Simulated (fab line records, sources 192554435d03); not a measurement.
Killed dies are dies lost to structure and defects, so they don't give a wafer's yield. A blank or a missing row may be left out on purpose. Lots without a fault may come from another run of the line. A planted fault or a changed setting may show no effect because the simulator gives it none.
A struck lot beside a sound one | flow n5_finfet | 40 steps out of a route of 1938
Sound: wafers L500.1, L500.2, L500.5. Struck: wafers L510.1, L510.3, L510.5. The cause comes at the end.
At each step with rows: each side's tool, then ch and its chambers, then its first start. Under that, the readings that differ: sound wafers | struck wafers | difference of the means | sigmas: that difference in standard deviations of wafers without a fault.
alike: readings whose means differ by less than 2 such deviations, and words and numbers that are the same on both sides. not compared: withheld readings, readings that some wafer has no value for, bounds like >300 that may hide the same value, and numbers for which the record gives no deviation and whose values overlap.
The two part at a step that has a row with sigmas, a row that says differs or no value, or rows on one side only. Numbers that don't overlap but have no deviation are shown without sigmas and don't part them. A reading that every wafer of one side lacks parts them only if that side has two wafers or more.

first, 12 steps without rows for these wafers: N5_HKMG_FIN_ETCH_54 (etches SiARC in CF4, target depth 45.5 nm, time 75.8 s); N5_HKMG_FIN_ETCH_55 (etches SOC in N2/H2, target depth 240 nm, time 300 s); N5_HKMG_FIN_STRIP_56 (strips in N2/H2); N5_HKMG_FIN_STRIP_57 (strips in CF4); N5_HKMG_FIN_ETCH_58 (etches SOC in N2/H2, target depth 215.8 nm, time 741 s); N5_HKMG_FIN_STRIP_93 (strips SOC in N2/H2, time 20 s); N5_HKMG_FIN_WET_ETCH_76 (etches Al2O3 in dNH4OH, stops on La2O3, target depth 2.25 nm, rinse time 30 s); N5_HKMG_FIN_STRIP_60 (strips in N2/H2, time 360 s); N5_HKMG_FIN_WET_ETCH_77 (etches La2O3 in dHCl, stops on HfO2, target depth 2 nm); N5_HKMG_FIN_WET_ETCH_78 (etches Al2O3 in dNH4OH, stops on La2O3, target depth 4.5 nm, rinse time 30 s); N5_HKMG_FIN_ALD_79 (deposits TiN, target thk 1.5 nm, pulse time 1 s, purge time 3 s); N5_HKMG_FIN_CVD_62 (deposits a-Si from Si2H6, target thk 3 nm, time 20.8 s).
N5_HKMG_FIN_RTA_80: time 2 s.
  sound on rtp_anneal-02 ch 0, day 4 02:02; struck on rtp_anneal-01 ch 0, day 6 14:44
then, 25 steps without rows for these wafers: N5_HKMG_FIN_PRECLEAN_64 (cleans in dHF, time 30 s); N5_HKMG_FIN_WET_ETCH_65 (etches a-Si in TMAH, stops on TiN, time 49 s, target depth 3 nm); N5_HKMG_FIN_WET_ETCH_81 (etches TiN in SC1, stops on HfO2, time 57 s, target depth 6 nm); N5_HKMG_FIN_WET_ETCH_82 (etches La2O3 in dHCl, stops on HfO2, target depth 2 nm, rinse time 30 s); N5_HKMG_FIN_ALD_36 (deposits TiN, target thk 1 nm, pulse time 1 s, purge time 3 s); N5_HKMG_FIN_PWFM_ALD_03 (deposits TiN, target thk 2 nm, pulse time 1 s, purge time 3 s); N5_HKMG_FIN_COAT_29 (time 60 s, resist thk 300 nm); N5_HKMG_FIN_COAT_30 (time 60 s, resist thk 35 nm); N5_HKMG_FIN_COAT_06 (resist thk 90 nm); N5_HKMG_FIN_EBR_08; N5_HKMG_FIN_SOFTBAKE_07 (time 60 s); N5_HKMG_FIN_EXPOSE_09 (exposes mask NWFM); N5_HKMG_FIN_PEB_10 (peb time 60 s); N5_HKMG_FIN_DEVELOP_11 (develop time 30 s); N5_HKMG_FIN_DESCUM_17 (chemistry O2, time 7.9 s); N5_HKMG_FIN_ETCH_31 (etches SiARC in CF4, target depth 45.5 nm, time 75.8 s); N5_HKMG_FIN_ETCH_32 (etches SOC in N2/H2, target depth 240 nm, time 300 s); N5_HKMG_FIN_STRIP_33 (strips in N2/H2); N5_HKMG_FIN_STRIP_34 (strips in CF4); N5_HKMG_FIN_ETCH_35 (etches SOC in N2/H2, target depth 215.8 nm, time 243.4 s); N5_HKMG_FIN_STRIP_92 (strips SOC in N2/H2, time 20 s); N5_HKMG_FIN_WET_ETCH_18 (etches TiN in SC1, time 55 s, target depth 5.2 nm, rinse time 30 s); N5_HKMG_FIN_STRIP_19 (strips in N2/H2, time 360 s); N5_HKMG_FIN_ALD_91 (deposits TiN, target thk 1 nm, pulse time 1 s, purge time 3 s); N5_HKMG_FIN_COAT_85 (time 60 s, resist thk 300 nm).
-- the record jumps here: 4 days lie between the struck wafers' starts before and after (it left off in module HKMG_FIN and takes up again in module BEOL_M4, whose first step shown is number 1111 of the route) --
N5_BEOL_M4_RC_MEAS_101:
  sound on prober-01 ch 0, day 7 17:41; struck on prober-02 ch 0, day 10 22:46
  reading             | sound                     | struck                     | difference | sigmas
  IOFF_P (nA/um)      | 0.17 0.24 0.25            | 0.61 0.51 0.64             | +0.37      | +9
  IOFF_P_85C (nA/um)  | 3.0 4.0 4.2               | 9.0 7.7 9.3                | +4.9       | +9
  IOFF_P_LIN (nA/um)  | 0.092 0.117 0.122         | 0.285 0.246 0.294          | +0.165     | +12
  IOFF_P_LONG (nA/um) | 0.00013 0.000132 0.000133 | 0.000228 0.000242 0.000247 | +0.000107  | +11
  ION_N (uA/um)       | 634 680 672               | 685 685 710                | +31        | +2
  ION_P (uA/um)       | 453 479 478               | 503 509 522                | +41        | +5
  VT_N_LVT (mV)       | 107 98 96                 | 124 128 123                | +25        | +6
  VT_P (mV)           | -250.3 -245.0 -243.9      | -223.2 -226.1 -222.4       | +22.5      | +8
  VT_P_LONG (mV)      | -269 -270 -270            | -247 -249 -248             | +22        | +7
  alike: DIBL_N, DIBL_P, IOFF_N, SS_N, SS_P, VT_N
-- the record jumps here: 5 days lie between the struck wafers' starts before and after (it left off in module BEOL_M4 and takes up again in module PASSIVATION, whose first step shown is number 1936 of the route) --
N5_PASSIVATION_PROBE_49:
  sound on prober-01, day 12 21:06; struck on prober-02, day 15 10:55
  reading                | sound          | struck           | difference | sigmas
  sort_bin_4_leakage (%) | 0 0 0          | 31.95 8.31 41.78 | +27.35     |
  sort_bin_8_speed (%)   | 6.0 0 0        | 0 0 0            | -2         | -4
  sort_n_pass            | 1034 1084 1086 | 698 1005 587     | -305       | -19
  sort_yield_pct (%)     | 87.6 91.9 92.0 | 59.2 85.2 49.7   | -25.8      | -18
  alike: defect_limited_yield, killed_at_M0_to_M3, killed_at_M4_up, killed_at_contacts, killed_at_front_end, killed_at_other, killed_dies, killed_on_rim, killed_open, killed_short, sort_bin_5_function, sort_bin_6_memory

WHERE THEY PART
First at N5_BEOL_M4_RC_MEAS_101; last, within this record, at N5_PASSIVATION_PROBE_49.

WHY: what the simulator had put in
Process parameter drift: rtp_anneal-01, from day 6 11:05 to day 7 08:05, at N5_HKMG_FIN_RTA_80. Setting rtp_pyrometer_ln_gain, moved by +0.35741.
